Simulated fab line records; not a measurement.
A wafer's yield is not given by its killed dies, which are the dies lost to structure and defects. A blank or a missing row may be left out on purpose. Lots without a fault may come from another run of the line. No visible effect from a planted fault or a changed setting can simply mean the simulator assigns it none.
Chamber matching ; flow nand harc ; 4 sister chambers for NHARC_A_STAIRCASE_ETCH_313 on rie diel-02
The step etches the open film in CF4/CHF3. 30 wafers are shown with their chamber, then 12 later ones without.

WAFERS WITH THEIR CHAMBER
wafer;chamber;drypump motor current A (A);showerhead plenum p Torr (Torr);rf vpp V (V)
L075.1;3;5.6;1.62;372.6
L075.3;0;6.7;1.62;371.4
L075.4;1;5.0;1.57;369.8
L074.1;1;5.1;1.57;370.1
L074.3;2;5.5;1.58;372.0
L074.5;2;5.5;1.58;371.4
L078.3;2;5.5;1.58;371.0
L078.4;3;5.6;1.62;372.2
L078.6;3;5.6;1.62;372.3
L080.2;1;5.1;1.57;371.5
L080.4;0;6.7;1.62;374.3
L080.6;3;5.6;1.62;372.5
L081.3;2;5.5;1.58;371.0
L081.4;1;5.1;1.57;370.3
L081.5;0;6.7;1.62;373.1
L083.1;3;5.5;1.62;371.9
L083.2;2;5.5;1.58;371.9
L083.3;0;6.7;1.62;371.1
L087.2;1;5.0;1.57;369.8
L087.3;0;6.7;1.61;372.5
L087.6;2;5.5;1.57;369.8
L089.3;1;5.1;1.56;369.6
L089.4;2;5.5;1.57;370.9
L089.5;1;5.0;1.56;369.8
L088.1;0;6.7;1.61;371.5
L088.2;1;5.0;1.56;370.3
L088.3;2;5.5;1.57;370.7
L088.4;3;5.6;1.61;371.8
L088.5;3;5.6;1.61;372.2
L088.6;0;6.7;1.61;370.6

SIGNATURES (averages over the wafers above)
reading;chamber 0;chamber 1;chamber 2;chamber 3;scatter within a chamber
drypump motor current A;6.700;5.050;5.500;5.586;0.0331
showerhead plenum p Torr;1.6157;1.5663;1.5763;1.6171;0.00515
rf vpp V;372.071;370.150;371.087;372.214;0.799
Rule: distance of a wafer from a chamber = root of the sum over the readings of ((wafer's reading minus chamber's mean) / reading's scatter) squared. The wafer belongs to the nearest chamber; if the next one is less than 2 further off, it can't be placed. The scatter: the root of (the sum of the squares of (reading less its chamber's mean) over the shown wafers, divided by (wafers less chambers)).

WAFERS WITHOUT THEIR CHAMBER
wafer;drypump motor current A (A);showerhead plenum p Torr (Torr);rf vpp V (V)
L092.3;6.7;1.61;373.0
L092.4;5.0;1.56;369.3
L092.5;5.0;1.56;370.2
L093.2;5.6;1.61;372.0
L093.3;6.7;1.61;372.6
L093.4;5.5;1.57;370.9
L096.1;6.7;1.61;372.2
L096.4;5.5;1.57;371.6
L096.5;6.7;1.61;371.6
L097.1;5.5;1.60;372.3
L097.3;6.7;1.60;370.6
L097.5;5.5;1.56;370.8

WHICH CHAMBER EACH WENT THROUGH
wafer;from the rows above;in truth
L092.3;0;0
L092.4;1;1
L092.5;1;1
L093.2;3;3
L093.3;0;0
L093.4;2;2
L096.1;0;0
L096.4;2;2
L096.5;0;0
L097.1;can't be placed: 3 or 2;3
L097.3;0;0
L097.5;2;2
Correctly placed: 11 of 12. Unplaceable from these rows: 1, with the true chamber sitting among the candidates in 1. Placed wrongly: 0.
